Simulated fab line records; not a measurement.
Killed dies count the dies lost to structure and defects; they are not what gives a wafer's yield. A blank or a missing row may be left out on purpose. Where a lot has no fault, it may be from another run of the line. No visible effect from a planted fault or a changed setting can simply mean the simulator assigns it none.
fab line records	flow nand_harc
record lots=24	wafers=72	last_day=33
route steps=1302 shown A_ONON_D1@431 A_CHANNEL_HOLE_D1@487 A_CHANNEL_FILL_D1@499 A_DECK1_JOINT@527 A_ONON_D2@565
lots with no fault: from the same line, run without faults
start_h: hours from the record's first day to the start of the lot's first wafer shown	wait_h: hours since the lot's step before	" repeats the value in the row above	L1.1+2: one row covering several wafers at once	- value missing, or start not given	* or withheld: withheld	< > ~ a bound
route shown NAME@n: NAME is a module with steps in the file, n the number in the route of the first one	usual: mean and standard deviation over wafers with no fault	same: alike in all rows	chamber/n: place in a boat	sites: the reading at each site	_std_site: the values' standard deviation	_edge_site: outer sites' mean less inner sites'	radius_mm: for every site, how far away it sits from the centre of the wafer	mask NAME#n: copy n	behind: tool/chamber where the wafer was last shaped	hold: the reason the lot was held/the length of the hold in hours/how it ended	device: the transistor (n, p or np) that didn't switch	end of line: at the end of the route, the tests of the same wafers	step lacking rows: just its recipe	killed: dies that structure and defects cost at the first sort, which is not the same as the wafer's yield	map: the dies of a wafer, with x for killed, . for not killed, _ for no die there
set.NAME: the setting the step ran with; set.NAME@STEP: the setting that earlier step ran with	model.NAME: the simulator's own value behind a step, which no gauge read
a sample of lots followed through the steps of the route, with each step as a table and each wafer as a row
services: the hour from which a tool's chamber was out of use, counted from the record's first day as start_h (under 0 if before that day), plus the number of hours and why
## steps
# step NHARC_A_ONON_D1_THK_MEAS_11
# recipe thk_meas_gauge=ellipsometry
# usual thk_nm=1003/13
lot.wafer	tool	chamber	start_h	wait_h	thk_nm
L074.1	film_metro-01	-	161.31	-	1013
L074.2	"	-	"	"	1013
L074.4	"	-	"	"	1013
L075.1	film_metro-02	-	172.15	-	1019
L075.3	"	-	"	"	1018
L075.6	"	-	"	"	1019
L076.1	film_metro-02	-	189.41	-	1011
L076.4	"	-	"	"	1010
L076.5	"	-	"	"	1009
L077.4	film_metro-02	-	196.82	-	997
L077.5	"	-	"	"	995
L077.6	"	-	"	"	998
L078.1	film_metro-02	-	206.25	-	1008
L078.2	"	-	"	"	1009
L078.6	"	-	"	"	1008
L079.1	film_metro-01	-	214.62	-	1006
L079.4	"	-	"	"	1008
L079.6	"	-	"	"	1007
L080.2	film_metro-02	-	218.34	-	1021
L080.3	"	-	"	"	1020
L080.5	"	-	"	"	1022
L081.2	film_metro-01	-	232.29	-	1025
L081.3	"	-	"	"	1024
L081.4	"	-	"	"	1024
L082.3	film_metro-02	-	246.87	-	996
L082.4	"	-	"	"	996
L082.5	"	-	"	"	997
L083.3	film_metro-01	-	253.33	-	998
L083.4	"	-	"	"	998
L083.6	"	-	"	"	998
L084.1	film_metro-01	-	270.96	-	989
L084.5	"	-	"	"	987
L084.6	"	-	"	"	987
L085.1	film_metro-02	-	271.15	-	995
L085.3	"	-	"	"	996
L085.4	"	-	"	"	996
L086.2	film_metro-01	-	280.15	-	999
L086.5	"	-	"	"	995
L086.6	"	-	"	"	996
L087.1	film_metro-01	-	293.44	-	995
L087.2	"	-	"	"	996
L087.6	"	-	"	"	996
L089.1	film_metro-02	-	312.34	-	1002
L089.2	"	-	"	"	1004
L089.6	"	-	"	"	1002
L088.1	film_metro-01	-	312.34	-	985
L088.4	"	-	"	"	985
L088.5	"	-	"	"	986
L090.1	film_metro-02	-	322.91	-	987
L090.4	"	-	"	"	985
L090.6	"	-	"	"	985
L091.1	film_metro-01	-	333.83	-	1003
L091.2	"	-	"	"	1003
L091.4	"	-	"	"	1000
L092.2	film_metro-02	-	341.78	-	1020
L092.4	"	-	"	"	1021
L092.6	"	-	"	"	1019
L093.1	film_metro-02	-	356.94	-	1020
L093.2	"	-	"	"	1021
L093.5	"	-	"	"	1020
L094.1	film_metro-01	-	364.00	-	989
L094.4	"	-	"	"	989
L094.5	"	-	"	"	991
L095.2	film_metro-01	-	376.83	-	984
L095.4	"	-	"	"	983
L095.5	"	-	"	"	983
L096.2	film_metro-01	-	388.45	-	997
L096.4	"	-	"	"	999
L096.6	"	-	"	"	996
L097.2	film_metro-02	-	393.27	-	1016
L097.4	"	-	"	"	1018
L097.6	"	-	"	"	1018
# step NHARC_A_CHANNEL_HOLE_D1_CD_MEAS_30
# usual cd_nm=90.0/0.92
lot.wafer	tool	chamber	start_h	wait_h	cd_nm
L074.1	cd_sem-02	-	181.99	-	89.9
L074.2	"	-	"	"	89.8
L074.4	"	-	"	"	88.8
L075.1	cd_sem-01	-	194.84	-	89.2
L075.3	"	-	"	"	88.5
L075.6	"	-	"	"	89.5
L076.1	cd_sem-03	-	212.16	-	90.0
L076.4	"	-	"	"	88.9
L076.5	"	-	"	"	88.7
L077.4	cd_sem-03	-	219.70	-	91.1
L077.5	"	-	"	"	90.8
L077.6	"	-	"	"	92.2
L078.1	cd_sem-02	-	233.35	-	91.1
L078.2	"	-	"	"	91.6
L078.6	"	-	"	"	89.9
L079.1	cd_sem-03	-	241.25	-	90.0
L079.4	"	-	"	"	89.6
L079.6	"	-	"	"	89.7
L080.2	cd_sem-03	-	243.57	-	89.7
L080.3	"	-	"	"	90.2
L080.5	"	-	"	"	89.5
L081.2	cd_sem-02	-	255.57	-	90.9
L081.3	"	-	"	"	90.5
L081.4	"	-	"	"	91.7
L082.3	cd_sem-03	-	270.59	-	89.3
L082.4	"	-	"	"	89.2
L082.5	"	-	"	"	89.2
L083.3	cd_sem-03	-	276.03	-	90.3
L083.4	"	-	"	"	89.1
L083.6	"	-	"	"	89.9
L084.1	cd_sem-02	-	291.52	-	89.9
L084.5	"	-	"	"	90.3
L084.6	"	-	"	"	91.0
L085.1	cd_sem-02	-	293.55	-	88.5
L085.3	"	-	"	"	90.3
L085.4	"	-	"	"	89.1
L086.2	cd_sem-03	-	303.64	-	89.0
L086.5	"	-	"	"	89.4
L086.6	"	-	"	"	90.6
L087.1	cd_sem-03	-	316.59	-	91.7
L087.2	"	-	"	"	92.2
L087.6	"	-	"	"	91.5
L088.1	cd_sem-03	-	336.03	-	90.1
L088.4	"	-	"	"	88.4
L088.5	"	-	"	"	90.7
L089.1	cd_sem-03	-	337.15	-	89.8
L089.2	"	-	"	"	89.1
L089.6	"	-	"	"	90.7
L090.1	cd_sem-01	-	345.12	-	89.9
L090.4	"	-	"	"	88.9
L090.6	"	-	"	"	89.8
L091.1	cd_sem-01	-	355.70	-	89.5
L091.2	"	-	"	"	89.5
L091.4	"	-	"	"	90.2
L092.2	cd_sem-02	-	362.42	-	90.6
L092.4	"	-	"	"	90.8
L092.6	"	-	"	"	90.0
L093.1	cd_sem-03	-	379.41	-	89.5
L093.2	"	-	"	"	89.2
L093.5	"	-	"	"	89.1
L094.1	cd_sem-01	-	395.18	-	90.9
L094.4	"	-	"	"	90.7
L094.5	"	-	"	"	90.6
L095.2	cd_sem-03	-	403.19	-	90.1
L095.4	"	-	"	"	90.2
L095.5	"	-	"	"	89.3
L096.2	cd_sem-01	-	409.24	-	90.5
L096.4	"	-	"	"	89.6
L096.6	"	-	"	"	89.2
L097.2	cd_sem-01	-	415.12	-	90.2
L097.4	"	-	"	"	90.2
L097.6	"	-	"	"	90.7
# step NHARC_A_CHANNEL_FILL_D1_ETCHBACK_19
# recipe target_depth_a=50	time_s=1.7	hbr_flow_sccm=150	cl2_flow_sccm=50	rf_w=400	icp_w=400	bias_w=100	chemistry=HBr/Cl2
# usual drypump_motor_current_A=5.4/0.46	he_backside_leak_sccm=2.68/0.25	oes_product_au=1.001/0.0081	throttle_valve_pct=26.407/0.0083
lot.wafer	tool	chamber	start_h	wait_h	drypump_motor_current_A	he_backside_leak_sccm	oes_product_au	rf_hours_counter_h	throttle_valve_pct
L074.2	rie_si-06	1	206.32	0.4	5.3	2.51	1.017	0.9	26.405
L074.1	"	3	"	"	5.5	2.74	1.011	0.8	26.410
L074.4	"	0	"	"	5.2	2.45	1.007	1.0	26.400
L075.3	rie_si-05	3	220.44	0.4	5.6	2.76	1.000	0.6	26.404
L075.1	"	0	"	"	5.0	2.92	0.997	0.5	26.396
L075.6	"	3	"	"	5.5	2.95	0.998	-	26.404
L076.4	rie_si-06	2	239.64	0.4	6.5	2.77	0.990	0.9	26.399
L076.1	"	1	"	"	5.4	2.74	0.990	1.1	26.409
L076.5	"	2	"	"	6.5	2.73	0.982	-	26.422
L077.4	rie_si-01	1	245.73	0.4	5.9	2.27	1.002	0.2	26.406
L077.5	"	1	"	"	5.9	2.50	1.005	-	26.402
L077.6	"	2	"	"	5.1	2.68	1.003	-	26.404
L078.1	rie_si-06	2	259.01	0.4	6.5	2.75	0.999	0	26.404
L078.2	"	3	"	"	5.5	2.71	1.003	0	26.420
L078.6	"	2	"	"	6.5	2.61	0.996	-	26.402
L079.1	rie_si-06	1	265.61	0.4	5.3	2.64	1.000	0.0	26.422
L079.4	"	0	"	"	5.2	2.51	0.994	0.0	26.403
L079.6	"	1	"	"	5.4	2.57	1.007	-	26.402
L080.3	rie_si-05	0	265.64	0.4	5.0	2.96	1.000	0.8	26.405
L080.2	"	1	"	"	5.3	2.56	1.005	0.7	26.403
L080.5	"	3	"	"	5.6	2.99	1.002	-	26.395
L081.2	rie_si-06	3	288.30	0.4	5.5	2.78	1.006	0.1	26.401
L081.3	"	1	"	"	5.4	2.66	0.998	0.1	26.413
L081.4	"	2	"	"	6.5	2.31	1.000	0.1	26.397
L082.3	rie_si-05	0	295.22	0.4	5.0	2.94	0.999	1.0	26.405
L082.4	"	3	"	"	5.6	2.92	1.005	-	26.412
L082.5	"	2	"	"	5.5	2.50	1.002	-	26.413
L083.3	rie_si-06	2	301.11	0.4	6.6	2.41	0.997	0.2	26.395
L083.4	"	3	"	"	5.4	2.66	0.986	0.2	26.396
L083.6	"	1	"	"	5.4	2.64	1.011	-	26.396
L085.4	rie_si-01	3	315.90	0.4	5.2	2.97	1.012	0.9	26.410
L085.1	"	0	"	"	4.8	2.90	0.999	0.7	26.415
L085.3	"	2	"	"	5.1	2.52	0.998	1.0	26.413
L084.1	rie_si-05	0	315.92	0.4	5.0	3.05	1.022	0	26.404
L084.6	"	0	"	"	5.0	2.90	1.003	-	26.407
L084.5	"	2	"	"	5.5	2.68	1.006	-	26.412
L086.2	rie_si-01	0	328.13	0.4	4.8	2.81	1.004	0.8	26.413
L086.6	"	3	"	"	5.2	2.93	1.017	-	26.406
L086.5	"	0	"	"	4.8	2.67	1.000	-	26.420
L087.2	rie_si-06	1	341.10	0.4	5.3	2.70	0.998	0.4	26.412
L087.1	"	3	"	"	5.5	2.77	1.000	0.3	26.406
L087.6	"	2	"	"	6.5	2.48	0.983	-	26.417
L089.2	rie_si-01	2	361.17	0.4	5.0	2.67	1.013	1.2	26.399
L089.1	"	0	"	"	4.8	2.64	1.001	1.0	26.401
L089.6	"	1	"	"	5.8	2.42	1.010	-	26.408
L088.1	rie_si-05	3	361.18	0.4	5.5	2.98	0.999	0.3	26.400
L088.4	"	0	"	"	5.0	3.02	0.997	0.3	26.421
L088.5	"	2	"	"	5.5	2.38	1.007	-	26.407
L090.4	rie_si-05	0	370.61	0.4	5.0	2.94	1.009	0.4	26.411
L090.1	"	1	"	"	5.3	2.62	1.001	0.2	26.407
L090.6	"	0	"	"	5.0	3.00	1.003	-	26.417
L091.2	rie_si-01	2	380.40	0.4	5.1	2.97	1.011	0	26.417
L091.4	"	0	"	"	4.8	2.79	0.994	0	26.405
L091.1	"	1	"	"	5.9	2.42	1.008	0	26.414
L092.4	rie_si-06	2	386.88	0.4	6.6	2.50	0.989	0.7	26.404
L092.2	"	0	"	"	5.2	2.37	0.996	0.6	26.394
L092.6	"	1	"	"	5.3	2.65	0.996	-	26.417
L093.2	rie_si-01	3	405.41	0.4	5.2	2.85	1.002	0.1	26.413
L093.1	"	0	"	"	4.8	2.54	0.990	0.2	26.414
L093.5	"	3	"	"	5.2	2.86	1.004	-	26.399
L094.4	rie_si-05	1	419.99	0.4	5.3	2.43	0.999	0.4	26.395
L094.1	"	3	"	"	5.6	3.08	0.999	0.7	26.396
L094.5	"	1	"	"	5.3	2.51	1.010	-	26.410
L095.4	rie_si-01	3	428.81	0.4	5.2	3.02	1.001	0.1	26.412
L095.2	"	1	"	"	5.8	2.30	1.002	0.2	26.414
L095.5	"	3	"	"	5.2	2.89	1.016	-	26.418
L096.4	rie_si-06	0	435.51	0.4	5.2	2.30	0.989	0	26.403
L096.2	"	3	"	"	5.5	2.59	0.983	0	26.403
L096.6	"	1	"	"	5.3	2.65	1.006	-	26.418
L097.2	rie_si-05	1	439.98	0.4	5.3	2.56	1.003	0.5	26.411
L097.4	"	2	"	"	5.5	2.33	0.999	0.8	26.413
L097.6	"	1	"	"	5.3	2.68	0.987	-	26.393
# step NHARC_A_DECK1_JOINT_CMP_13
# recipe target_thk_nm=51.023
# usual edge_zone_pressure_frac=1.000/0.0056	motor_current_A=11.9/1.3	time_to_endpoint_s=9.6/2.1
lot.wafer	tool	chamber	start_h	wait_h	edge_zone_pressure_frac	motor_current_A	time_to_endpoint_s
L074.2	cmp-04	2	242.12	0.4	0.996	9.8	6.9
L074.4	"	3	"	"	1.000	10.2	7.0
L074.1	"	0	"	"	1.007	10.8	8.4
L075.3	cmp-01	0	255.74	0.4	0.989	12.0	10.4
L075.1	"	1	"	"	0.998	13.2	6.5
L075.6	"	1	"	"	0.994	13.2	8.8
L077.4	cmp-04	1	278.49	0.4	1.001	12.0	7.3
L077.6	"	0	"	"	1.005	12.1	8.1
L077.5	"	1	"	"	1.011	11.7	6.2
L076.1	cmp-02	0	281.66	0.4	1.000	12.6	5.5
L076.4	"	3	"	"	1.005	11.3	9.4
L076.5	"	0	"	"	0.995	12.6	11.5
L078.1	cmp-01	1	293.48	0.4	0.989	13.0	11.2
L078.2	"	2	"	"	1.004	10.4	9.1
L078.6	"	1	"	"	0.999	13.1	10.0
L080.2	cmp-02	0	299.45	0.4	1.000	13.3	7.6
L080.3	"	1	"	"	0.995	13.3	7.0
L080.5	"	3	"	"	1.000	11.5	7.6
L079.4	cmp-01	2	299.45	0.4	0.999	10.7	11.6
L079.1	"	3	"	"	0.997	10.7	9.6
L079.6	"	1	"	"	1.002	12.6	9.7
L081.2	cmp-04	3	322.58	0.4	1.001	10.4	5.8
L081.4	"	1	"	"	1.000	12.0	9.8
L081.3	"	2	"	"	1.003	9.2	7.6
L082.3	cmp-01	2	329.46	0.4	1.005	10.4	11.0
L082.4	"	3	"	"	0.999	11.2	11.4
L082.5	"	1	"	"	0.995	13.1	10.8
L083.3	cmp-04	3	337.68	0.4	0.999	10.0	6.8
L083.4	"	0	"	"	0.997	11.6	7.7
L083.6	"	3	"	"	0.995	10.3	9.2
L085.4	cmp-02	1	354.21	0.4	1.001	13.2	10.3
L085.3	"	3	"	"	0.996	12.5	13.7
L085.1	"	0	"	"	0.997	14.2	13.0
L084.1	cmp-04	3	354.21	0.4	0.999	10.1	9.2
L084.6	"	3	"	"	1.004	10.1	7.1
L084.5	"	0	"	"	1.003	11.9	9.2
L086.2	cmp-04	2	363.72	0.4	0.999	9.6	8.8
L086.6	"	0	"	"	1.004	11.6	12.4
L086.5	"	1	"	"	0.998	11.8	10.3
L087.1	cmp-01	2	375.28	0.4	1.001	10.1	7.5
L087.2	"	3	"	"	1.014	11.2	9.1
L087.6	"	3	"	"	1.007	10.4	8.0
L088.4	cmp-01	0	395.13	0.4	0.996	12.5	8.7
L088.1	"	2	"	"	0.995	10.6	9.9
L088.5	"	1	"	"	1.006	13.1	11.1
L089.2	cmp-02	3	395.15	0.4	0.997	11.0	11.4
L089.1	"	1	"	"	1.000	13.4	10.7
L089.6	"	2	"	"	1.000	14.1	11.8
L090.1	cmp-02	2	405.30	0.4	0.987	13.9	10.7
L090.4	"	1	"	"	0.995	13.1	12.0
L090.6	"	2	"	"	0.989	13.2	11.9
L091.4	cmp-02	0	414.90	0.4	0.993	13.2	10.7
L091.2	"	2	"	"	0.996	13.1	9.7
L091.1	"	3	"	"	1.000	11.3	11.2
L092.4	cmp-01	0	421.33	0.4	0.997	12.4	9.5
L092.2	"	2	"	"	1.003	11.0	6.4
L092.6	"	3	"	"	1.007	11.5	3.3
L093.1	cmp-02	2	444.73	0.4	0.999	13.4	10.8
L093.2	"	1	"	"	0.999	13.4	11.5
L093.5	"	3	"	"	1.002	11.0	11.8
L094.1	cmp-02	1	454.25	0.4	1.002	12.8	9.8
L094.4	"	3	"	"	1.004	11.7	10.7
L094.5	"	2	"	"	0.999	13.0	9.4
L095.4	cmp-04	0	463.18	0.4	0.998	12.4	8.6
L095.2	"	1	"	"	0.993	12.1	7.6
L095.5	"	3	"	"	1.007	10.2	7.3
L096.2	cmp-04	1	470.36	0.4	0.992	11.7	8.8
L096.4	"	2	"	"	1.004	10.2	12.9
L096.6	"	0	"	"	1.001	12.5	14.7
L097.4	cmp-02	1	474.27	0.4	1.006	13.0	9.1
L097.2	"	2	"	"	1.002	13.6	10.0
L097.6	"	3	"	"	1.014	11.5	11.0
# step NHARC_A_ONON_D2_THK_MEAS_30
# recipe thk_meas_gauge=ellipsometry
# usual thk_nm=997/10
lot.wafer	tool	chamber	start_h	wait_h	thk_nm
L074.1	film_metro-01	-	276.72	-	988
L074.2	"	-	"	"	989
L074.4	"	-	"	"	986
L075.1	film_metro-01	-	294.19	-	1007
L075.3	"	-	"	"	1009
L075.6	"	-	"	"	1009
L077.4	film_metro-02	-	314.63	-	997
L077.5	"	-	"	"	997
L077.6	"	-	"	"	999
L076.1	film_metro-01	-	314.98	-	987
L076.4	"	-	"	"	989
L076.5	"	-	"	"	988
L078.1	film_metro-02	-	329.01	-	983
L078.2	"	-	"	"	984
L078.6	"	-	"	"	986
L080.2	film_metro-02	-	336.48	-	1006
L080.3	"	-	"	"	1007
L080.5	"	-	"	"	1007
L079.1	film_metro-01	-	336.54	-	996
L079.4	"	-	"	"	999
L079.6	"	-	"	"	997
L081.2	film_metro-01	-	360.90	-	1015
L081.3	"	-	"	"	1015
L081.4	"	-	"	"	1016
L082.3	film_metro-02	-	365.22	-	977
L082.4	"	-	"	"	979
L082.5	"	-	"	"	978
L083.3	film_metro-02	-	371.62	-	985
L083.4	"	-	"	"	984
L083.6	"	-	"	"	983
L085.1	film_metro-02	-	389.98	-	990
L085.3	"	-	"	"	993
L085.4	"	-	"	"	992
L084.1	film_metro-02	-	389.98	-	1008
L084.5	"	-	"	"	1008
L084.6	"	-	"	"	1007
L086.2	film_metro-02	-	402.81	-	1010
L086.5	"	-	"	"	1010
L086.6	"	-	"	"	1009
L087.1	film_metro-02	-	411.18	-	993
L087.2	"	-	"	"	993
L087.6	"	-	"	"	992
L088.1	film_metro-01	-	434.94	-	984
L088.4	"	-	"	"	983
L088.5	"	-	"	"	985
L089.1	film_metro-02	-	434.98	-	990
L089.2	"	-	"	"	989
L089.6	"	-	"	"	991
L090.1	film_metro-01	-	448.53	-	990
L090.4	"	-	"	"	988
L090.6	"	-	"	"	992
L091.1	film_metro-02	-	448.54	-	1007
L091.2	"	-	"	"	1008
L091.4	"	-	"	"	1007
L092.2	film_metro-01	-	460.00	-	1001
L092.4	"	-	"	"	1001
L092.6	"	-	"	"	1002
L093.1	film_metro-02	-	485.09	-	992
L093.2	"	-	"	"	994
L093.5	"	-	"	"	995
L094.1	film_metro-02	-	485.13	-	1008
L094.4	"	-	"	"	1009
L094.5	"	-	"	"	1010
L095.2	film_metro-01	-	499.47	-	1011
L095.4	"	-	"	"	1013
L095.5	"	-	"	"	1014
L096.2	film_metro-01	-	507.73	-	1003
L096.4	"	-	"	"	1004
L096.6	"	-	"	"	1002
L097.2	film_metro-01	-	507.86	-	994
L097.4	"	-	"	"	992
L097.6	"	-	"	"	992
# step NHARC_A_ONON_D2_INSPECT_32
# usual raw_defect_count=449/180
lot.wafer	tool	chamber	start_h	wait_h	raw_defect_count
L074.1	defect_inspect-01	-	277.37	0.0	346
L074.2	"	-	"	"	337
L074.4	"	-	"	"	179
L075.1	defect_inspect-02	-	294.75	0.0	426
L075.3	"	-	"	"	431
L075.6	"	-	"	"	320
L077.4	defect_inspect-02	-	315.26	0.0	518
L077.5	"	-	"	"	682
L077.6	"	-	"	"	697
L076.1	defect_inspect-01	-	315.55	0.0	411
L076.4	"	-	"	"	419
L076.5	"	-	"	"	280
L078.1	defect_inspect-02	-	329.57	0.0	387
L078.2	"	-	"	"	572
L078.6	"	-	"	"	369
L080.2	defect_inspect-02	-	337.02	0.0	273
L080.3	"	-	"	"	545
L080.5	"	-	"	"	173
L079.1	defect_inspect-01	-	337.09	0.0	424
L079.4	"	-	"	"	350
L079.6	"	-	"	"	524
L081.2	defect_inspect-02	-	361.45	0.0	543
L081.3	"	-	"	"	618
L081.4	"	-	"	"	665
L082.3	defect_inspect-02	-	365.76	0.0	296
L082.4	"	-	"	"	351
L082.5	"	-	"	"	227
L083.3	defect_inspect-01	-	372.18	0.0	463
L083.4	"	-	"	"	334
L083.6	"	-	"	"	1058
L084.1	defect_inspect-01	-	390.52	0.0	331
L084.5	"	-	"	"	220
L084.6	"	-	"	"	174
L085.1	defect_inspect-02	-	390.65	0.0	831
L085.3	"	-	"	"	695
L085.4	"	-	"	"	513
L086.2	defect_inspect-02	-	403.34	0.0	227
L086.5	"	-	"	"	314
L086.6	"	-	"	"	451
L087.1	defect_inspect-02	-	411.71	0.0	426
L087.2	"	-	"	"	498
L087.6	"	-	"	"	733
L088.1	defect_inspect-01	-	435.48	0.0	299
L088.4	"	-	"	"	571
L088.5	"	-	"	"	454
L089.1	defect_inspect-02	-	435.53	0.0	478
L089.2	"	-	"	"	478
L089.6	"	-	"	"	367
L090.1	defect_inspect-01	-	449.06	0.0	365
L090.4	"	-	"	"	342
L090.6	"	-	"	"	470
L091.1	defect_inspect-01	-	449.08	0.0	343
L091.2	"	-	"	"	292
L091.4	"	-	"	"	373
L092.2	defect_inspect-02	-	460.55	0.0	619
L092.4	"	-	"	"	280
L092.6	"	-	"	"	268
L093.1	defect_inspect-01	-	485.81	0.0	347
L093.2	"	-	"	"	233
L093.5	"	-	"	"	185
L094.1	defect_inspect-02	-	485.89	0.0	305
L094.4	"	-	"	"	392
L094.5	"	-	"	"	698
L095.2	defect_inspect-02	-	500.02	0.0	408
L095.4	"	-	"	"	293
L095.5	"	-	"	"	257
L096.2	defect_inspect-02	-	508.26	0.0	659
L096.4	"	-	"	"	614
L096.6	"	-	"	"	555
L097.2	defect_inspect-01	-	508.40	0.0	408
L097.4	"	-	"	"	463
L097.6	"	-	"	"	693
## services
tool	chamber	start_h	hours	kind
cmp-04	-	192.07	1.0	repair
cmp-04	-	210.15	4.0	pm
cmp-02	-	233.85	4.0	pm
cmp-02	-	239.36	3.2	repair
rie_si-06	-	249.00	9.0	pm
rie_si-05	1	269.11	61.4	repair
cmp-04	-	296.39	2.0	repair
cmp-04	-	299.64	0.2	repair
rie_si-05	-	305.00	9.0	pm
cmp-04	-	308.15	4.0	pm
cmp-02	-	327.97	0.2	repair
cmp-02	-	331.85	4.0	pm
cmp-02	-	350.39	2.3	repair
cmp-02	-	362.19	1.2	repair
rie_si-05	1	401.48	8.4	repair
cmp-04	-	406.15	4.0	pm
cmp-02	-	409.02	1.2	repair
cmp-02	-	410.46	4.0	repair
cmp-02	-	424.61	0.9	repair
rie_si-06	-	426.00	9.0	pm
cmp-02	-	429.85	4.0	pm
rie_si-06	0	446.38	29.2	repair
rie_si-06	1	453.93	2.1	repair
cmp-02	-	469.17	0.9	repair
## key
fault none
